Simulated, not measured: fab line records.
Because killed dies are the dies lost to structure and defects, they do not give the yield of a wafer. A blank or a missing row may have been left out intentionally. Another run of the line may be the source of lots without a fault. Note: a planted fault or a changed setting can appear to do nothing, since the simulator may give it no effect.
Chamber matching + flow nandHarc + NHARC_P_M1_STRIP_18 on rieDiel-01: 4 sister chambers
The step strips in N2/H2. 14 wafers are shown with their chamber, then 7 later ones without.

== WAFERS WITH THEIR CHAMBER ==
| wafer  | chamber | showerheadPlenumPTorr (Torr) | drypumpMotorCurrentA (A) | oesProductAu (a.u.) |
|--------|---------|------------------------------|--------------------------|---------------------|
| L075.2 | 2       | 1.91                         | 6.6                      | 1.019               |
| L075.3 | 1       | 2.18                         | 5.4                      | 1.023               |
| L075.5 | 1       | 2.18                         | 5.4                      | 1.028               |
| L076.1 | 3       | 1.98                         | 6.2                      | 1.005               |
| L076.5 | 2       | 1.91                         | 6.6                      | 1.003               |
| L076.6 | 3       | 1.98                         | 6.3                      | 1.013               |
| L079.2 | 1       | 2.18                         | 5.4                      | 1.007               |
| L079.4 | 0       | 2.14                         | 6.0                      | 0.977               |
| L079.5 | 0       | 2.13                         | 6.0                      | 0.970               |
| L086.1 | 2       | 1.90                         | 6.6                      | 0.991               |
| L086.2 | 3       | 1.98                         | 6.3                      | 0.993               |
| L086.5 | 1       | 2.18                         | 5.4                      | 1.009               |
| L088.1 | 1       | 2.18                         | 5.4                      | 1.025               |
| L088.3 | 2       | 1.90                         | 6.6                      | 1.005               |

SIGNATURES, as means of the wafers listed above
| reading               | chamber 0 | chamber 1 | chamber 2 | chamber 3 | scatter within a chamber |
|-----------------------|-----------|-----------|-----------|-----------|--------------------------|
| showerheadPlenumPTorr | 2.1350    | 2.1800    | 1.9050    | 1.9800    | 0.00387                  |
| drypumpMotorCurrentA  | 6.000     | 5.400     | 6.600     | 6.267     | 0.0258                   |
| oesProductAu          | 0.97350   | 1.01840   | 1.00450   | 1.00367   | 0.00999                  |
Rule: for each reading, subtract the chamber's mean from the wafer's reading, divide by that reading's scatter and square the result; add these up over the readings and take the root, which gives the wafer's distance from the chamber. The wafer belongs to the nearest chamber; if the next one is less than 2 further off, it can't be placed. The scatter: take each reading less its chamber's mean, square it, sum over the shown wafers, divide by the number of wafers less the number of chambers, and take the root.

== WAFERS MISSING THEIR CHAMBER ==
| wafer  | showerheadPlenumPTorr (Torr) | drypumpMotorCurrentA (A) | oesProductAu (a.u.) |
|--------|------------------------------|--------------------------|---------------------|
| L088.4 | 1.98                         | 6.3                      | 0.997               |
| L091.1 | 1.98                         | 6.2                      | 0.999               |
| L091.3 | 1.90                         | 6.6                      | 1.016               |
| L091.5 | 1.98                         | 6.2                      | 1.005               |
| L095.1 | 2.18                         | 5.4                      | 1.018               |
| L095.3 | 1.98                         | 6.2                      | 0.992               |
| L095.4 | 2.13                         | 6.0                      | 0.996               |

== EACH ONE'S CHAMBER ==
| wafer  | from the rows above | in truth |
|--------|---------------------|----------|
| L088.4 | 3                   | 3        |
| L091.1 | 3                   | 3        |
| L091.3 | 2                   | 2        |
| L091.5 | 3                   | 3        |
| L095.1 | 1                   | 1        |
| L095.3 | 3                   | 3        |
| L095.4 | 0                   | 0        |
Correctly placed: 7 of 7. Number that these rows cannot place: 0. Placed wrongly: 0.
